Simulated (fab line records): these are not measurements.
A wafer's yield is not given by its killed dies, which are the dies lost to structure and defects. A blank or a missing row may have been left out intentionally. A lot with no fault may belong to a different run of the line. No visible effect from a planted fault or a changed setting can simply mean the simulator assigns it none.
fab line records	flow n5-finfet	part 1 of 2: steps 1 to 3 of 6
[record] lots = 22	wafers = 66	last-day = 18
route steps=1938 shown BEOL_M1@775
lots that met no fault: taken from a fault-free run of the same line
start-h: hours from the record's first day to the start of the lot's first wafer shown	wait-h: time in hours since the lot's previous step	" repeats the value in the row above	L1.1+2: a row that stands for several wafers	- value missing, or start not given	* or withheld: withheld	< > ~ a bound
route shown NAME@n: names a module that has steps shown in the file, with the first one's number in the route	usual: mean/standard deviation of fault-free wafers	same: alike in all rows	chamber/n: place in a boat	sites: per-site readings	_std_site: standard deviation across them	_edge_site: inner sites' mean taken away from outer sites' mean	radius-mm: for every site, how far away it sits from the centre of the wafer	mask NAME#n: copy n	behind: tool/chamber where the wafer was last shaped	hold: why the lot was held/for how many hours/how that ended	device: names the non-switching transistor (n, p or np)	end of line: the same wafers' tests at the end of the route	a step with no rows: only its recipe	killed: the dies lost at the first sort to structure and to defects; this is not the yield of the wafer	map: a wafer's dies, x killed, . not, _ none there
set.NAME: setting as actually run; set.NAME@STEP: the setting as run at that earlier step	model.NAME: the simulator's own value behind a step, which no gauge read
the route's steps for a sample of lots (tables are steps, rows are wafers)
services: from which hour (start-h, from the record's first day; less than 0 if before it) a tool's chamber was out of use, for how many hours, and why
[[steps]]
[step N5_BEOL_M1_STRIP_19]
[recipe] chemistry = O2	power-w = 400	temp-c = 40	pressure-mtorr = 30	rf-frequency-hz = 6e+07	bias-power-w = 0	overash-fraction = 0.2	o2-flow-sccm = 225
[usual] drypump-motor-current-A = 5.7/0.43	oes-product-au = 0.81/0.077	rf-vpp-V = 3.6/0.54	showerhead-plenum-p-Torr = 2.12/0.083	throttle-valve-pct = 16.64/0.15
lot.wafer	tool	chamber	start-h	wait-h	drypump-motor-current-A	oes-product-au	rf-hours-counter-h	rf-vpp-V	showerhead-plenum-p-Torr	throttle-valve-pct
L074.2	rie-diel-05	1	121.15	0.2	5.3	0.90	36	3.5	2.22	16.37
L074.3	"	2	"	"	5.4	0.89	50	4.4	2.23	16.54
L074.4	"	0	"	"	6.3	0.91	30	3.3	2.05	16.80
L075.1	rie-diel-05	0	131.45	0.1	6.4	0.90	33	3.4	2.05	16.80
L075.2	"	3	"	"	5.3	0.72	215	4.0	2.07	16.60
L075.5	"	0	"	"	6.3	0.89	-	5.6	2.05	16.80
L076.2	rie-diel-03	3	139.20	0.2	6.0	0.99	2	3.9	2.24	16.64
L076.4	"	2	"	"	6.2	0.87	59	3.0	2.12	16.41
L076.5	"	1	"	"	6.0	0.75	-	3.1	2.00	16.68
L077.3	rie-diel-05	0	141.77	0.1	6.3	0.89	37	3.4	2.05	16.85
L077.5	"	1	"	"	5.3	0.89	-	4.6	2.22	16.41
L077.6	"	2	"	"	5.4	0.87	-	2.7	2.22	16.54
L078.1	rie-diel-03	3	148.15	0.1	6.1	0.98	5	3.1	2.24	16.64
L078.4	"	0	"	"	5.4	0.77	140	4.0	2.10	16.80
L078.5	"	2	"	"	6.2	0.86	-	3.2	2.12	16.40
L079.1	rie-diel-05	2	157.87	0.1	5.4	0.88	62	2.8	2.22	16.55
L079.3	"	1	"	"	5.3	0.89	48	3.7	2.22	16.43
L079.5	"	0	"	"	6.3	0.88	-	3.1	2.05	16.83
L080.2	rie-diel-04	1	161.02	0.2	5.4	0.87	44	3.7	2.04	16.90
L080.5	"	0	"	"	6.3	0.75	-	4.1	2.10	16.64
L080.6	"	1	"	"	5.4	0.87	-	3.7	2.04	16.90
L081.1	rie-diel-05	3	164.13	0.1	5.4	0.71	225	3.6	2.07	16.60
L081.2	"	1	"	"	5.3	0.88	50	3.5	2.22	16.41
L081.3	"	0	"	"	6.3	0.88	43	3.8	2.05	16.83
L084.1	rie-diel-03	3	180.05	0.1	6.1	0.93	15	3.0	2.23	16.66
L084.3	"	2	"	"	6.2	0.84	68	3.4	2.12	16.42
L084.6	"	0	"	"	5.4	0.76	-	3.3	2.09	16.83
L083.2	rie-diel-03	3	185.80	0.1	6.1	0.94	17	3.6	2.23	16.65
L083.5	"	3	"	"	6.0	0.95	-	4.3	2.23	16.67
L083.6	"	2	"	"	6.1	0.84	-	3.8	2.12	16.42
L085.2	rie-diel-05	0	189.46	0.1	6.3	0.86	51	4.6	2.05	16.86
L085.5	"	2	"	"	5.4	0.86	-	3.2	2.22	16.56
L085.6	"	3	"	"	5.3	0.69	-	3.6	2.07	16.64
L086.3	rie-diel-03	1	195.24	0.1	6.0	0.73	195	4.3	2.00	16.73
L086.4	"	3	"	"	6.1	0.93	21	3.3	2.23	16.68
L086.5	"	3	"	"	6.1	0.93	-	3.3	2.23	16.67
L087.1	rie-diel-05	1	199.05	0.1	5.3	0.86	60	3.7	2.22	16.43
L087.4	"	0	"	"	6.3	0.87	55	4.5	2.05	16.83
L087.5	"	3	"	"	5.3	0.69	-	2.9	2.07	16.63
L088.2	rie-diel-05	2	204.51	0.1	5.4	0.85	76	3.7	2.22	16.59
L088.3	"	3	"	"	5.3	0.69	238	5.2	2.07	16.63
L088.5	"	1	"	"	5.4	0.86	-	3.7	2.22	16.43
L089.1	rie-diel-03	3	212.01	0.1	6.0	0.91	25	3.8	2.23	16.68
L089.2	"	1	"	"	6.0	0.72	199	4.1	2.00	16.72
L089.4	"	0	"	"	5.4	0.75	161	3.3	2.09	16.83
L090.1	rie-diel-04	0	219.24	0.1	6.3	0.73	187	4.5	2.09	16.68
L090.2	"	1	"	"	5.4	0.83	62	4.4	2.04	16.94
L090.3	"	2	"	"	4.8	0.71	192	3.5	2.17	16.52
L091.3	rie-diel-05	3	223.95	0.1	5.3	0.69	244	3.7	2.06	16.64
L091.4	"	1	"	"	5.3	0.86	68	3.7	2.21	16.45
L091.6	"	2	"	"	5.4	0.84	-	4.0	2.22	16.57
L092.4	rie-diel-03	1	233.02	0.1	6.0	0.72	205	3.0	2.00	16.72
L092.5	"	0	"	"	5.4	0.74	-	3.7	2.09	16.85
L092.6	"	3	"	"	6.1	0.91	-	3.3	2.23	16.68
L093.1	rie-diel-05	0	239.15	0.3	6.3	0.83	67	3.1	2.04	16.87
L093.4	"	1	"	"	5.3	0.85	73	3.9	2.21	16.46
L093.6	"	1	"	"	5.3	0.85	-	4.0	2.21	16.46
L094.1	rie-diel-05	2	242.52	0.2	5.4	0.83	88	4.3	2.21	16.60
L094.2	"	0	"	"	6.3	0.84	68	2.5	2.04	16.89
L094.3	"	1	"	"	5.4	0.85	74	4.2	2.21	16.45
L095.1	rie-diel-04	2	249.28	0.1	4.8	0.71	202	3.6	2.16	16.52
L095.2	"	0	"	"	6.2	0.73	197	3.0	2.09	16.68
L095.3	"	1	"	"	5.4	0.82	72	3.7	2.03	16.95
L096.1	rie-diel-03	0	253.16	0.1	5.4	0.74	173	3.9	2.08	16.85
L096.3	"	1	"	"	6.0	0.71	212	3.1	1.99	16.76
L096.4	"	2	"	"	6.2	0.81	92	3.7	2.11	16.47
[step N5_BEOL_M1_ETCH_77]
[recipe] chemistry = N2/H2	target = underlayer	target-depth-a = 65	mask-material = CAR-EUV	time-s = 5.2	ion-energy-ev = 200	pressure-mtorr = 30	source-w = 840	bias-w = 150	n2-flow-sccm = 200	h2-flow-sccm = 200	ends = cleared
[usual] drypump-motor-current-A = 5.7/0.47	etch-rf-on-time-s = 5.17/0.11	oes-product-au = 0.69/0.065	rf-vpp-V = 524.3/3	showerhead-plenum-p-Torr = 2.57/0.1	throttle-valve-pct = 17.87/0.19
lot.wafer	tool	chamber	start-h	wait-h	drypump-motor-current-A	etch-rf-on-time-s	oes-product-au	rf-hours-counter-h	rf-vpp-V	showerhead-plenum-p-Torr	throttle-valve-pct
L074.2	rie-diel-05	1	121.75	0.0	5.3	5.02	0.78	36	527.4	2.70	17.60
L074.3	"	0	"	"	6.3	4.95	0.78	30	521.9	2.49	18.10
L074.4	"	2	"	"	5.4	5.10	0.77	50	528.8	2.69	17.85
L075.1	rie-diel-05	1	132.13	0.0	5.3	5.00	0.78	40	526.2	2.70	17.58
L075.2	"	2	"	"	5.4	5.10	0.76	53	529.8	2.69	17.84
L075.5	"	0	"	"	6.3	5.03	0.76	-	522.6	2.49	18.10
L076.2	rie-diel-03	3	139.87	0.0	6.1	5.09	0.85	2	528.0	2.72	17.98
L076.4	"	1	"	"	6.0	5.19	0.64	176	521.7	2.42	17.81
L076.5	"	0	"	"	5.4	5.21	0.65	-	524.6	2.55	17.90
L077.3	rie-diel-05	0	142.32	0.0	6.3	5.02	0.75	37	524.4	2.49	18.08
L077.5	"	1	"	"	5.4	5.04	0.77	-	529.7	2.70	17.59
L077.6	"	0	"	"	6.3	5.07	0.76	-	522.9	2.49	18.13
L078.1	rie-diel-05	2	148.69	0.0	5.5	5.19	0.74	58	529.4	2.69	17.85
L078.4	"	3	"	"	5.3	5.32	0.59	220	521.2	2.51	17.77
L078.5	"	2	"	"	5.4	5.20	0.74	-	526.8	2.69	17.86
L079.1	rie-diel-04	0	158.58	0.0	6.3	5.34	0.63	168	522.6	2.54	17.73
L079.3	"	1	"	"	5.3	5.03	0.74	43	521.8	2.48	18.18
L079.5	"	2	"	"	4.8	5.18	0.63	-	527.2	2.64	17.66
L080.2	rie-diel-05	0	161.57	0.0	6.3	5.01	0.76	43	520.8	2.49	18.09
L080.5	"	2	"	"	5.4	5.18	0.75	-	526.9	2.69	17.85
L080.6	"	1	"	"	5.3	5.04	0.75	-	528.5	2.70	17.62
L081.1	rie-diel-04	0	164.68	0.0	6.3	5.30	0.64	171	521.3	2.54	17.71
L081.2	"	1	"	"	5.4	4.98	0.75	46	521.1	2.48	18.21
L081.3	"	2	"	"	4.8	5.13	0.63	177	527.5	2.64	17.69
L084.1	rie-diel-04	3	180.60	0.0	6.0	5.12	0.63	161	520.4	2.43	17.82
L084.3	"	1	"	"	5.4	5.10	0.72	50	522.6	2.47	18.22
L084.6	"	3	"	"	6.0	5.15	0.64	-	520.6	2.43	17.84
L083.2	rie-diel-05	0	186.37	0.0	6.4	5.08	0.73	50	523.2	2.48	18.13
L083.5	"	3	"	"	5.3	5.30	0.60	-	523.5	2.51	17.79
L083.6	"	0	"	"	6.4	5.08	0.74	-	519.8	2.48	18.14
L085.2	rie-diel-04	0	190.13	0.0	6.3	5.32	0.62	178	520.5	2.53	17.74
L085.5	"	0	"	"	6.3	5.35	0.61	-	523.3	2.53	17.74
L085.6	"	1	"	"	5.4	5.06	0.73	-	520.2	2.47	18.23
L086.3	rie-diel-03	1	195.79	0.0	6.0	5.26	0.61	195	520.5	2.41	17.84
L086.4	"	2	"	"	6.2	5.33	0.70	74	525.0	2.57	17.59
L086.5	"	0	"	"	5.4	5.25	0.64	-	522.0	2.54	17.94
L087.1	rie-diel-04	0	199.60	0.0	6.3	5.37	0.61	181	523.9	2.53	17.75
L087.4	"	2	"	"	4.8	5.19	0.63	187	527.8	2.64	17.68
L087.5	"	1	"	"	5.4	5.06	0.73	-	521.9	2.47	18.23
L088.2	rie-diel-04	2	205.18	0.0	4.8	5.16	0.62	188	528.0	2.64	17.70
L088.3	"	1	"	"	5.3	5.09	0.71	57	521.5	2.47	18.22
L088.5	"	1	"	"	5.4	5.05	0.72	-	523.0	2.47	18.21
L089.1	rie-diel-05	2	212.56	0.0	5.4	5.17	0.73	79	525.8	2.68	17.89
L089.2	"	3	"	"	5.3	5.24	0.59	241	522.3	2.50	17.82
L089.4	"	0	"	"	6.3	5.06	0.74	58	521.5	2.48	18.14
L090.1	rie-diel-05	0	220.03	0.0	6.3	5.10	0.72	60	523.3	2.48	18.18
L090.2	"	2	"	"	5.4	5.14	0.72	81	526.1	2.68	17.90
L090.3	"	3	"	"	5.3	5.31	0.59	243	522.9	2.50	17.81
L091.3	rie-diel-03	3	224.62	0.0	6.1	5.14	0.77	28	527.8	2.71	18.01
L091.4	"	1	"	"	6.0	5.23	0.62	202	519.4	2.41	17.85
L091.6	"	3	"	"	6.1	5.16	0.77	-	528.4	2.71	18.00
L092.4	rie-diel-05	3	233.97	0.0	5.4	5.29	0.58	247	523.9	2.50	17.81
L092.5	"	1	"	"	5.3	5.03	0.73	-	527.8	2.69	17.67
L092.6	"	2	"	"	5.4	5.13	0.71	-	528.1	2.68	17.88
L093.1	rie-diel-03	0	239.76	0.0	5.4	5.27	0.63	168	524.2	2.54	17.96
L093.4	"	1	"	"	6.0	5.26	0.61	207	518.3	2.40	17.86
L093.6	"	0	"	"	5.4	5.23	0.64	-	522.5	2.54	17.97
L094.1	rie-diel-05	2	243.23	0.0	5.4	5.16	0.72	89	527.0	2.68	17.88
L094.2	"	1	"	"	5.3	5.03	0.72	74	526.0	2.69	17.68
L094.3	"	0	"	"	6.3	5.08	0.72	68	521.8	2.48	18.15
L095.1	rie-diel-05	2	249.83	0.0	5.4	5.21	0.71	92	527.2	2.68	17.93
L095.2	"	1	"	"	5.3	5.11	0.72	77	526.8	2.68	17.67
L095.3	"	0	"	"	6.3	5.13	0.73	71	524.1	2.47	18.19
L096.1	rie-diel-03	0	253.71	0.0	5.4	5.29	0.62	173	524.2	2.53	17.97
L096.3	"	2	"	"	6.2	5.31	0.69	92	525.6	2.57	17.63
L096.4	"	3	"	"	6.0	5.13	0.76	38	529.0	2.71	18.02
[step N5_BEOL_M1_TRENCH_ETCH_37]
[recipe] chemistry = C4F6/O2	target-depth-a = 552.07	target = SiOC	time-s = 29	ion-energy-ev = 250	pressure-mtorr = 30	source-w = 355	bias-w = 185	Ar_flow_sccm = 300	C4F6_flow_sccm = 10	O2_flow_sccm = 10
[usual] drypump-motor-current-A = 5.7/0.47	mfc-ar-sccm = 299.8/0.89	oes-product-au = 0.80/0.071	rf-vpp-V = 661/6.9	showerhead-plenum-p-Torr = 2.86/0.1	throttle-valve-pct = 20.84/0.19
lot.wafer	tool	chamber	start-h	wait-h	drypump-motor-current-A	mfc-ar-sccm	oes-product-au	rf-hours-counter-h	rf-vpp-V	showerhead-plenum-p-Torr	throttle-valve-pct
L074.2	rie-diel-03	0	-	-	5.4	300.2	0.77	133	668	2.86	21.02
L074.3	"	2	"	"	6.2	299.8	0.86	55	667	2.88	20.61
L074.4	"	0	"	"	5.4	299.5	0.77	-	669	2.86	21.04
L075.1	rie-diel-03	0	-	-	5.4	300.8	0.78	135	669	2.86	21.00
L075.2	"	1	"	"	6.0	300.6	0.74	173	650	2.73	20.85
L075.5	"	1	"	"	6.0	300.6	0.75	-	653	2.73	20.83
L076.2	rie-diel-04	1	-	-	5.4	301.4	0.87	39	649	2.79	21.20
L076.4	"	0	"	"	6.3	299.4	0.74	164	663	2.83	20.71
L076.5	"	1	"	"	5.4	302.2	0.87	-	649	2.79	21.20
L077.3	rie-diel-04	1	-	-	5.4	300.7	0.86	39	651	2.79	21.20
L077.5	"	3	"	"	6.0	301.0	0.75	-	651	2.72	20.74
L077.6	"	0	"	"	6.3	299.6	0.74	-	662	2.83	20.71
L078.1	rie-diel-04	0	-	-	6.3	298.3	0.74	167	661	2.83	20.72
L078.4	"	3	"	"	6.0	297.8	0.74	158	651	2.72	20.75
L078.5	"	2	"	"	4.8	299.6	0.73	-	663	2.95	20.63
L079.1	rie-diel-04	0	-	-	6.3	300.3	0.73	168	663	2.83	20.73
L079.3	"	1	"	"	5.4	299.6	0.85	43	650	2.78	21.22
L079.5	"	2	"	"	4.8	301.1	0.73	-	661	2.95	20.66
L080.2	rie-diel-03	2	-	-	6.2	300.6	0.84	66	665	2.88	20.62
L080.5	"	1	"	"	6.0	299.5	0.73	-	650	2.72	20.85
L080.6	"	0	"	"	5.4	298.1	0.75	-	669	2.85	21.03
L081.1	rie-diel-03	3	-	-	6.1	301.3	0.95	11	665	3.04	20.98
L081.2	"	1	"	"	6.0	300.0	0.73	185	651	2.72	20.86
L081.3	"	0	"	"	5.4	299.5	0.75	147	669	2.85	21.04
L084.1	rie-diel-03	2	-	-	6.2	299.6	0.84	69	667	2.88	20.64
L084.3	"	1	"	"	6.0	297.8	0.73	190	650	2.72	20.87
L084.6	"	3	"	"	6.1	300.3	0.94	-	667	3.04	21.00
L083.2	rie-diel-04	0	-	-	6.3	301.4	0.73	177	663	2.83	20.73
L083.5	"	3	"	"	6.0	299.0	0.74	-	649	2.72	20.76
L083.6	"	2	"	"	4.8	300.3	0.72	-	662	2.95	20.66
L085.2	rie-diel-05	3	-	-	5.4	299.9	0.69	235	659	2.82	20.80
L085.5	"	0	"	"	6.3	299.1	0.85	-	666	2.78	21.10
L085.6	"	3	"	"	5.4	300.3	0.68	-	660	2.82	20.81
L086.3	rie-diel-04	3	-	-	6.0	299.5	0.74	165	649	2.72	20.76
L086.4	"	0	"	"	6.2	298.7	0.73	181	662	2.83	20.74
L086.5	"	2	"	"	4.8	298.4	0.72	-	663	2.94	20.66
L087.1	rie-diel-04	3	-	-	6.0	298.5	0.73	166	651	2.72	20.76
L087.4	"	2	"	"	4.7	300.9	0.72	188	663	2.94	20.66
L087.5	"	0	"	"	6.3	299.7	0.72	-	662	2.83	20.77
L088.2	rie-diel-05	3	-	-	5.4	300.5	0.69	241	660	2.82	20.80
L088.3	"	2	"	"	5.4	300.1	0.85	79	669	2.98	20.72
L088.5	"	2	"	"	5.5	299.5	0.86	-	671	2.98	20.73
L089.1	rie-diel-03	0	-	-	5.4	299.6	0.75	162	668	2.85	21.04
L089.2	"	1	"	"	6.0	301.0	0.72	200	650	2.72	20.88
L089.4	"	2	"	"	6.1	300.1	0.82	79	665	2.87	20.62
L090.1	rie-diel-03	3	-	-	6.0	299.8	0.90	29	664	3.03	21.00
L090.2	"	2	"	"	6.2	299.7	0.82	82	666	2.87	20.66
L090.3	"	0	"	"	5.4	299.7	0.74	164	668	2.85	21.08
L091.3	rie-diel-05	1	-	-	5.3	299.8	0.87	70	661	3.00	20.65
L091.4	"	3	"	"	5.4	300.0	0.69	246	659	2.81	20.83
L091.6	"	2	"	"	5.4	300.3	0.84	-	669	2.98	20.70
L092.4	rie-diel-05	2	-	-	5.5	300.1	0.83	86	669	2.98	20.74
L092.5	"	1	"	"	5.4	301.2	0.85	-	662	3.00	20.68
L092.6	"	0	"	"	6.3	301.7	0.85	-	666	2.77	21.12
L093.1	rie-diel-05	2	-	-	5.4	299.1	0.83	87	669	2.98	20.73
L093.4	"	1	"	"	5.3	300.8	0.85	73	663	3.00	20.67
L093.6	"	1	"	"	5.3	299.7	0.85	-	662	3.00	20.66
L094.1	rie-diel-03	3	-	-	6.0	299.5	0.90	35	665	3.03	21.04
L094.2	"	2	"	"	6.2	299.5	0.82	89	665	2.87	20.65
L094.3	"	1	"	"	6.0	297.4	0.71	209	649	2.71	20.88
L095.1	rie-diel-03	1	-	-	6.0	301.0	0.72	212	651	2.71	20.91
L095.2	"	3	"	"	6.1	299.5	0.90	37	664	3.03	21.03
L095.3	"	0	"	"	5.4	299.4	0.74	173	666	2.84	21.07
L096.1	rie-diel-05	1	-	-	5.4	299.6	0.85	79	661	2.99	20.67
L096.3	"	0	"	"	6.3	299.8	0.84	73	666	2.77	21.11
L096.4	"	0	"	"	6.3	298.3	0.84	-	666	2.77	21.11
